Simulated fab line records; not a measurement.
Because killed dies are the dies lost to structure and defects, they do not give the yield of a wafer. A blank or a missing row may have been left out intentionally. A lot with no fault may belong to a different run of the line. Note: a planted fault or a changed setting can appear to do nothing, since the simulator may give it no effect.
Split-lot trial | flow n5-finfet | on a route of 1938 steps: 7 lots, 21 wafers read

## ON THE SPLIT
At N5_FIN_SAQP_SPACER1_ALD_24 (deposits SiO2, target thk 20.3 nm, pulse time 1 s, purge time 2 s), the setting temp-c was moved away from the recipe's 300 C on 11 of the 21 wafers read, by -3.5% to +3.8%. For the rest of the wafers, this setting stayed at what the recipe calls for.

## THE PATH FROM SPLIT TO READING: the file shows 1 step between them
- N5_FIN_SAQP_SPACER1_ETCHBACK_25: etches SiO2 in CHF3/O2, target depth 24.4 nm, time 12.2 s

## THE READING
FIN_SAQP.cd-nm (the simulator's own value, which no gauge read), in nm, at N5_FIN_SAQP_MANDREL1_REMOVE_56 (chemistry HBr/Cl2/O2, target a-Si, stops on SiNx, bt time 10 s). There is no usual value for it anywhere in the file. The 10 wafers here that ran the recipe average 20.4 nm, standard deviation 0.08 nm.

wafer  | tool, chamber at the split | temp-c as run, C | against the recipe | FIN_SAQP.cd-nm, nm | against lot-mates on the recipe
L074.1 | ald-sin-02, 0              | 300              | recipe             | 20.4               | -
L074.3 | ald-sin-02, 3              | 296.5            | -1.2%              | 20.2               | -0.2
L074.5 | ald-sin-02, 3              | 296.5            | -1.2%              | 20.4               | +0.0
L075.2 | ald-sin-01, 0              | 300              | recipe             | 20.4               | -
L075.3 | ald-sin-01, 1,3            | 289.5            | -3.5%              | 21.2               | +0.8
L075.5 | ald-sin-01, 1,3            | 289.5            | -3.5%              | 21.2               | +0.8
L079.2 | ald-sin-03, 2              | 311.4            | +3.8%              | 19.8               | no lot-mate on the recipe
L079.4 | ald-sin-03, 3,1            | 311.4            | +3.8%              | 19.8               | no lot-mate on the recipe
L079.3 | ald-sin-03, 3,1            | 311.4            | +3.8%              | 20                 | no lot-mate on the recipe
L080.1 | ald-sin-02, 1,2,0          | 300              | recipe             | 20.4               | -
L080.2 | ald-sin-02, 1,2,0          | 300              | recipe             | 20.4               | -
L080.6 | ald-sin-02, 1,2,0          | 300              | recipe             | 20.4               | -
L083.1 | ald-sin-03, 0              | 300              | recipe             | 20.4               | -
L083.3 | ald-sin-03, 2,3            | 294.3            | -1.9%              | 20.8               | +0.4
L083.6 | ald-sin-03, 2,3            | 294.3            | -1.9%              | 20.8               | +0.4
L084.1 | ald-sin-03, 3,1,2          | 300              | recipe             | 20.2               | -
L084.2 | ald-sin-03, 3,1,2          | 300              | recipe             | 20.4               | -
L084.3 | ald-sin-03, 3,1,2          | 300              | recipe             | 20.4               | -
L096.1 | ald-sin-01, 1              | 294.8            | -1.7%              | 20.6               | +0.4
L096.3 | ald-sin-01, 3              | 294.8            | -1.7%              | 20.8               | +0.6
L096.4 | ald-sin-01, 0              | 300              | recipe             | 20.2               | -
When a row names more than one chamber, that row covers several wafers, and the file does not tell which wafer ran in which chamber.

THE FIT
A straight line over all 21 wafers: FIN_SAQP.cd-nm changes by -0.167 nm for each +1% of temp-c; r = -0.91; the points scatter about the line by 0.16 nm.
The same after taking each lot's own level away (the mean of its wafers on the recipe; 18 wafers): -0.225 nm for each +1%; r = -0.89; scatter 0.15 nm.
Per that fit: largest temp-c move, reading shift of 0.86 nm.
Measured against the standard deviation above, the lots' own levels, which go from 20.20 to 20.40 nm, span 2.5 times it.
So the lot-to-lot level changes the slope: the two fits differ.
Check: with one of the wafers moved furthest among these (-3.5%) left out of the fit, the line predicts +0.74 nm for it against its lot-mates. Against them it came out at +0.8 nm.

## THESE WAFERS: OTHER SPLITS
These wafers also went through other splits before the reading. Each is held against what the fit with the lots' levels taken away leaves over:
other split on the same wafers    | wafers away from the commonest value | r with FIN_SAQP.cd-nm (lot level and that fit taken away)
N5_ZERO_LAYER_EXPOSE_08 dose-mj   | 8                                    | -0.49
N5_WELL_APT_COAT_02 spin-rpm      | 6                                    | +0.07
N5_FIN_SAQP_PECVD_06 time-s       | 5                                    | +0.04
N5_FIN_SAQP_MANDREL_ETCH_22 icp-w | 4                                    | +0.00

## THE WHOLE CHAIN: every reading that the file lists as answering this split, in the file's order
step                           | what it does                                                      | reading                                                                                 | change (the file's fit)               | r (the file's)
N5_FIN_SAQP_SPACER1_ALD_24     | deposits SiO2, target thk 20.3 nm, pulse time 1 s, purge time 2 s | SiO2_of_FIN_SAQP_SPACER1_ALD_24.thk-nm (the simulator's own value, which no gauge read) | -0.217 nm for each +1% of the setting | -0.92
N5_FIN_SAQP_MANDREL1_REMOVE_56 | chemistry HBr/Cl2/O2, target a-Si, stops on SiNx, bt time 10 s    | FIN_SAQP.cd-nm (the simulator's own value, which no gauge read)                         | -0.213 nm for each +1% of the setting | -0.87

## THE FILE'S OWN FIT
FIN_SAQP.cd-nm changes by -0.213 nm for each +1% of temp-c, r = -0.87.
